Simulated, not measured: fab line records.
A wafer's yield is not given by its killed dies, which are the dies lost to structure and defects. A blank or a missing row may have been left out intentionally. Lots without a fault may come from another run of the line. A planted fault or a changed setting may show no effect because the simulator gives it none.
Matching of chambers | flow nandHarc | 4 sister chambers for NHARC_P_CONTACT_CMP_01 on cmp-02
The step polishes SiO2, target thk 200 nm. 4 wafers are shown with their chamber, then 7 later ones without.

WAFERS, EACH WITH ITS CHAMBER
wafer  | chamber | motorCurrentA (A)
L081.1 | 1       | 10.9
L081.5 | 0       | 13.0
L084.1 | 2       | 13.6
L084.3 | 3       | 13.9

WAFERS WITH NO CHAMBER GIVEN
wafer  | motorCurrentA (A)
L084.4 | 11.0
L083.1 | 14.0
L083.3 | 10.5
L083.4 | 13.7
L093.2 | 10.7
L093.3 | 14.5
L093.6 | 11.0

CHAMBER TAKEN BY EACH
wafer  | from the rows above     | in truth
L084.4 | 1                       | 1
L083.1 | can't be placed: 3 or 2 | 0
L083.3 | 1                       | 1
L083.4 | can't be placed: 2 or 3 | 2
L093.2 | 1                       | 1
L093.3 | can't be placed: 3 or 2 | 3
L093.6 | 1                       | 1
Placed correctly: 4 of 7. These rows do not allow placing 3 (true chamber among the candidates in 2). 0 placed wrongly.
How it was worked out, from the rows above alone: a wafer's distance from a chamber is the root of the sum, over the readings, of the square of ((its reading less the chamber's mean) divided by the reading's scatter). If the next closest chamber is less than 2 further off than the closest, the wafer can't be placed; otherwise it belongs to the closest. Each chamber's mean is taken over the wafers shown for it. The scatter: root of mean squared gap, hidden wafer to nearest shown wafer, with one shown wafer a chamber.
